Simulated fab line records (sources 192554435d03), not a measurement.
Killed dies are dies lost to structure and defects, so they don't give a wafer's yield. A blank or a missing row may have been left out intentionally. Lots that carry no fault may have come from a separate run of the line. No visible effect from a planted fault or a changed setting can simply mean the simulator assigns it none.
Which tool is to blame? / flow n5_finfet / Sampling: 12 lots, 36 wafers, 6 of 1938 route steps

== WHAT THE GAUGES READ, wafer by wafer ==
N5_BEOL_M5_OVL_MEAS_12.
lot=L075; measured=day 8 03:00; on=overlay-02; M5_OVL (nm)=-0.5 -0.6 -0.3
lot=L076; measured=day 8 15:01; on=overlay-01; M5_OVL (nm)=0.0 -0.4 -0.8
lot=L079; measured=day 9 13:28; on=overlay-02; M5_OVL (nm)=0.9 0.6 0.5
lot=L082; measured=day 10 02:14; on=overlay-01; M5_OVL (nm)=-0.7 -1.1 0.3
lot=L083; measured=day 10 17:58; on=overlay-01; M5_OVL (nm)=-1.0 -0.2 -1.1
lot=L084; measured=day 11 03:40; on=overlay-01; M5_OVL (nm)=0.6 0.9 0.6
lot=L088; measured=day 11 12:21; on=overlay-01; M5_OVL (nm)=0.0 -0.1 0.6
lot=L089; measured=day 12 00:01; on=overlay-02; M5_OVL (nm)=-0.2 -1.4 -1.0
lot=L092; measured=day 12 10:03; on=overlay-02; M5_OVL (nm)=-0.7 -0.4 -1.1
lot=L093; measured=day 13 01:22; on=overlay-02; M5_OVL (nm)=0.7 0.7 0.0
lot=L095; measured=day 13 15:12; on=overlay-02; M5_OVL (nm)=0.4 0.4 0.2
lot=L097; measured=day 14 12:49; on=overlay-02; M5_OVL (nm)=-0.5 0.4 -0.3

== TOOL THAT RAN EACH LOT (tool first, then ch and the chambers of the sampled wafers, then the start) ==
lot=L075; N5_BEOL_M4_ETCH_77=rie_diel-02 ch 1,2, day 7 15:10; N5_BEOL_M4_ANNEAL_49=pvd_sputter-02, day 7 19:24; N5_BEOL_M4_ANNEAL_82=pvd_sputter-02, day 7 19:50; N5_BEOL_M4_SPUTTER_88=pvd_sputter-02, day 7 20:12; N5_BEOL_M5_HM_DEP_02=pvd_sputter-02, day 8 02:35
lot=L076; N5_BEOL_M4_ETCH_77=rie_diel-03 ch 1,2, day 8 04:57; N5_BEOL_M4_ANNEAL_49=pvd_sputter-03, day 8 07:35; N5_BEOL_M4_ANNEAL_82=pvd_sputter-03, day 8 08:02; N5_BEOL_M4_SPUTTER_88=pvd_sputter-03, day 8 08:23; N5_BEOL_M5_HM_DEP_02=pvd_sputter-01, day 8 14:28
lot=L079; N5_BEOL_M4_ETCH_77=rie_diel-04 ch 1,2, day 9 03:03; N5_BEOL_M4_ANNEAL_49=pvd_sputter-03, day 9 07:26; N5_BEOL_M4_ANNEAL_82=pvd_sputter-03, day 9 07:52; N5_BEOL_M4_SPUTTER_88=pvd_sputter-03, day 9 08:14; N5_BEOL_M5_HM_DEP_02=pvd_sputter-02, day 9 12:55
lot=L082; N5_BEOL_M4_ETCH_77=rie_diel-04 ch 0,1,2, day 9 16:43; N5_BEOL_M4_ANNEAL_49=pvd_sputter-01, day 9 20:50; N5_BEOL_M4_ANNEAL_82=pvd_sputter-01, day 9 21:16; N5_BEOL_M4_SPUTTER_88=pvd_sputter-01, day 9 21:38; N5_BEOL_M5_HM_DEP_02=pvd_sputter-03, day 10 01:49
lot=L083; N5_BEOL_M4_ETCH_77=rie_diel-04 ch 0,1,2, day 10 07:43; N5_BEOL_M4_ANNEAL_49=pvd_sputter-01, day 10 11:56; N5_BEOL_M4_ANNEAL_82=pvd_sputter-01, day 10 12:22; N5_BEOL_M4_SPUTTER_88=pvd_sputter-01, day 10 12:44; N5_BEOL_M5_HM_DEP_02=pvd_sputter-02, day 10 17:25
lot=L084; N5_BEOL_M4_ETCH_77=rie_diel-02 ch 0,2,3, day 10 12:43; N5_BEOL_M4_ANNEAL_49=pvd_sputter-01, day 10 20:26; N5_BEOL_M4_ANNEAL_82=pvd_sputter-01, day 10 20:52; N5_BEOL_M4_SPUTTER_88=pvd_sputter-01, day 10 21:14; N5_BEOL_M5_HM_DEP_02=pvd_sputter-01, day 11 03:14
lot=L088; N5_BEOL_M4_ETCH_77=rie_diel-03 ch 0,3, day 10 21:34; N5_BEOL_M4_ANNEAL_49=pvd_sputter-03, day 11 03:20; N5_BEOL_M4_ANNEAL_82=pvd_sputter-03, day 11 03:47; N5_BEOL_M4_SPUTTER_88=pvd_sputter-03, day 11 04:08; N5_BEOL_M5_HM_DEP_02=pvd_sputter-01, day 11 11:55
lot=L089; N5_BEOL_M4_ETCH_77=rie_diel-03 ch 0,1,2, day 11 06:44; N5_BEOL_M4_ANNEAL_49=pvd_sputter-02, day 11 18:41; N5_BEOL_M4_ANNEAL_82=pvd_sputter-02, day 11 19:07; N5_BEOL_M4_SPUTTER_88=pvd_sputter-02, day 11 19:29; N5_BEOL_M5_HM_DEP_02=pvd_sputter-01, day 11 23:36
lot=L092; N5_BEOL_M4_ETCH_77=rie_diel-04 ch 1,2,3, day 12 00:42; N5_BEOL_M4_ANNEAL_49=pvd_sputter-01, day 12 04:38; N5_BEOL_M4_ANNEAL_82=pvd_sputter-01, day 12 05:04; N5_BEOL_M4_SPUTTER_88=pvd_sputter-01, day 12 05:26; N5_BEOL_M5_HM_DEP_02=pvd_sputter-02, day 12 09:36
lot=L093; N5_BEOL_M4_ETCH_77=rie_diel-02 ch 1,2,3, day 12 11:58; N5_BEOL_M4_ANNEAL_49=pvd_sputter-03, day 12 19:04; N5_BEOL_M4_ANNEAL_82=pvd_sputter-03, day 12 19:30; N5_BEOL_M4_SPUTTER_88=pvd_sputter-03, day 12 19:52; N5_BEOL_M5_HM_DEP_02=pvd_sputter-03, day 13 00:57
lot=L095; N5_BEOL_M4_ETCH_77=rie_diel-02 ch 0,2,3, day 13 04:50; N5_BEOL_M4_ANNEAL_49=pvd_sputter-02, day 13 09:35; N5_BEOL_M4_ANNEAL_82=pvd_sputter-02, day 13 10:01; N5_BEOL_M4_SPUTTER_88=pvd_sputter-02, day 13 10:23; N5_BEOL_M5_HM_DEP_02=pvd_sputter-03, day 13 14:37
lot=L097; N5_BEOL_M4_ETCH_77=rie_diel-02 ch 0,1,3, day 13 23:25; N5_BEOL_M4_ANNEAL_49=pvd_sputter-02, day 14 06:13; N5_BEOL_M4_ANNEAL_82=pvd_sputter-02, day 14 06:39; N5_BEOL_M4_SPUTTER_88=pvd_sputter-02, day 14 07:01; N5_BEOL_M5_HM_DEP_02=pvd_sputter-01, day 14 12:17
- N5_BEOL_M4_ETCH_77: etches underlayer in N2/H2, target depth 6.5 nm, time 5.2 s.
- N5_BEOL_M4_ANNEAL_49: time 240 s.
- N5_BEOL_M4_ANNEAL_82: time 240 s.
- N5_BEOL_M4_SPUTTER_88: material Cu, target thk 4.5 nm, time 8.29 s.
- N5_BEOL_M5_HM_DEP_02: deposits TiN, target thk 20 nm.

== THE ANSWER, worked out from the rows above alone ==
Rule: usual is defined by the lots themselves. The widest of any qualifying gaps counts: lots, ordered by their means at a reading, are off when they make up no more than a third of the lots, leave a main group of 4 or more, and stand apart from it by 3 or more times the standard deviation of that group's means. If all means in a main group match to the digits the tables above print for the reading, that group is not used. Also off: a lot with no number at a reading for which 4 or more lots have one. The other lots that the step has rows for count as sound.
No lot is off at any reading shown: from this, nothing can be told.

== WHAT THE SIMULATOR HAD PUT IN ==
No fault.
